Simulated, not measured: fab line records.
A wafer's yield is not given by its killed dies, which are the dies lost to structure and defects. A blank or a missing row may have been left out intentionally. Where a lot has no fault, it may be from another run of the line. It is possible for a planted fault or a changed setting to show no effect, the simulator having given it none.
Matching of chambers ; flow nand_harc ; NHARC_A_STAIRCASE_ETCHBACK_422 on rie_diel-01 has 4 sister chambers
The step etches the open film in CH3F/O2, target depth 40 nm, time 74.286 s. 16 wafers are shown with their chamber, then 8 later ones without.

## EACH WAFER AND ITS CHAMBER
wafer;chamber;drypump_motor_current_A (A);showerhead_plenum_p_Torr (Torr);rf_vpp_V (V)
L794.1;1;5.6;2.49;245.3
L794.2;2;6.0;2.45;244.7
L794.4;3;6.2;2.34;243.3
L801.4;0;5.3;2.36;242.6
L801.5;3;6.2;2.32;242.0
L801.6;2;6.0;2.44;243.3
L802.4;0;5.3;2.36;243.0
L802.5;3;6.2;2.32;242.9
L802.6;2;6.0;2.44;244.1
L803.2;1;5.6;2.48;245.7
L803.3;2;6.0;2.44;245.2
L803.5;2;5.9;2.43;243.9
L810.1;0;5.3;2.35;243.0
L810.3;3;6.2;2.31;241.8
L810.4;1;5.6;2.47;244.4
L813.2;3;6.2;2.31;240.1

SIGNATURES (averages over the wafers above)
reading;chamber 0;chamber 1;chamber 2;chamber 3;scatter within a chamber
drypump_motor_current_A;5.300;5.600;5.980;6.200;0.0258
showerhead_plenum_p_Torr;2.3567;2.4800;2.4400;2.3200;0.00943
rf_vpp_V;242.867;245.133;244.240;242.020;0.88
Rule: for each reading, subtract the chamber's mean from the wafer's reading, divide by that reading's scatter and square the result; add these up over the readings and take the root, which gives the wafer's distance from the chamber. If the next closest chamber is less than 2 further off than the closest, the wafer can't be placed; otherwise it belongs to the closest. The scatter: take each reading less its chamber's mean, square it, sum over the shown wafers, divide by the number of wafers less the number of chambers, and take the root.

## WAFERS WITHOUT THEIR CHAMBER
wafer;drypump_motor_current_A (A);showerhead_plenum_p_Torr (Torr);rf_vpp_V (V)
L813.3;6.0;2.42;245.6
L813.6;5.6;2.46;243.5
L816.2;5.6;2.46;244.6
L816.4;5.3;2.35;243.2
L816.6;5.3;2.35;243.7
L817.1;6.2;2.30;242.5
L817.3;5.3;2.34;243.0
L817.5;5.3;2.34;243.7

## WHICH CHAMBER EACH ONE RAN IN
wafer;from the rows above;in truth
L813.3;2;2
L813.6;1;1
L816.2;1;1
L816.4;0;0
L816.6;0;0
L817.1;3;3
L817.3;0;0
L817.5;0;0
Correct placement for 8 of the 8. Not placeable from these rows: 0. 0 placed wrongly.
